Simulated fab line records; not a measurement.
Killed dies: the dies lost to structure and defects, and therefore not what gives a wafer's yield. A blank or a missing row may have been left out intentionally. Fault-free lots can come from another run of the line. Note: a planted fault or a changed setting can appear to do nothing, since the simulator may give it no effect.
Split-lot trial | flow n5 finfet | route with 1938 steps; 7 lots, 21 wafers read

## THE SPLIT ITSELF
At N5_MIM_BOT_ETCH_ETCH_04 (etches SiNx in CF4/O2, target depth 26 nm, time 13 s), the setting time s was moved away from the recipe's 13 s on 10 of the 21 wafers read, by -16.8% to +19.2%. The other wafers ran this setting at the recipe's value.

The split's own step is where the reading is taken.

## THE READING
etch.depth nm (the simulator's own value, which no gauge read), in nm, at N5_MIM_BOT_ETCH_ETCH_04 (etches SiNx in CF4/O2, target depth 26 nm, time 13 s). The file gives no usual value for it. Average 26.26 nm, standard deviation 0.45 nm, over the 11 wafers here run with the recipe.

wafer  | tool, chamber at the split | time s as run, s | against the recipe | etch.depth nm, nm | against lot-mates on the recipe
L078.1 | rie diel-02, 0             | 13               | recipe             | 26.46             | -
L078.3 | rie diel-02, 1             | 13               | recipe             | 26.09             | -
L078.5 | rie diel-02, 0             | 13               | recipe             | 26.32             | -
L079.1 | rie diel-03, 2             | 13               | recipe             | 25.47             | -
L079.4 | rie diel-03, 0             | 10.82            | -16.8%             | 22.82             | -3.50
L079.5 | rie diel-03, 0             | 13               | recipe             | 27.17             | -
L077.1 | rie diel-06, 0             | 11.48            | -11.7%             | 22.73             | -3.02
L077.3 | rie diel-06, 3             | 13               | recipe             | 25.75             | -
L077.6 | rie diel-06, 3             | 11.48            | -11.7%             | 22.82             | -2.93
L088.1 | rie diel-06, 3             | 13               | recipe             | 25.96             | -
L088.2 | rie diel-06, 1             | 13               | recipe             | 26.77             | -
L088.5 | rie diel-06, 3             | 11.25            | -13.5%             | 22.57             | -3.80
L089.3 | rie diel-06, 2             | 13               | recipe             | 26.3              | -
L089.4 | rie diel-06, 3             | 14.07            | +8.2%              | 27.8              | +1.50
L089.5 | rie diel-06, 1             | 14.07            | +8.2%              | 28.87             | +2.57
L090.1 | rie diel-06, 2             | 13               | recipe             | 26.45             | -
L090.5 | rie diel-06, 2             | 15.49            | +19.2%             | 31.79             | +5.34
L090.6 | rie diel-06, 3             | 15.49            | +19.2%             | 31                | +4.55
L097.3 | rie diel-02, 3             | 13               | recipe             | 26.12             | -
L097.4 | rie diel-02, 1             | 13.93            | +7.2%              | 27.62             | +1.50
L097.5 | rie diel-02, 0             | 13.93            | +7.2%              | 27.99             | +1.87

THE FIT
A straight line over all 21 wafers: etch.depth nm changes by +0.259 nm for each +1% of time s; r = +0.98; the points scatter about the line by 0.5 nm.
The same after taking each lot's own level away (the mean of its wafers on the recipe; 21 wafers): +0.25 nm for each +1%; r = +0.98; scatter 0.43 nm.
On that fit, the largest move of time s shifts the reading by 4.8 nm.
The lots' own levels span 25.750 to 26.450 nm, that is 1.6 times the standard deviation above.
The two slopes agree, so the slope changes little with the lot-to-lot level.
Check: +4.61 nm against its lot-mates is what the line predicts for one of the wafers moved furthest among these (+19.2%) when that wafer is left out of the fit. Against them it came out at +5.34 nm.

## THESE WAFERS: OTHER SPLITS
Other splits were also applied to these wafers ahead of the reading. Each is held against what the fit with the lots' levels taken away leaves over:
other split on the same wafers    | wafers away from the commonest value | r with etch.depth nm (lot level and that fit taken away)
N5_BEOL_M11_PECVD_70 time s       | 7                                    | -0.18
N5_BEOL_M13_EXPOSE_07 dose mj     | 7                                    | +0.16
N5_BEOL_M14_PEB_26 peb temp c     | 8                                    | +0.11
N5_BEOL_M14_TRENCH_ETCH_34 bias w | 4                                    | +0.03
N5_BEOL_M14_SPUTTER_43 power w    | 8                                    | -0.08
N5_BEOL_M14_SPUTTER_44 time s     | 9                                    | +0.03

## FILE'S OWN FIT
etch.depth nm changes by +0.247 nm for each +1% of time s, r = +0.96.
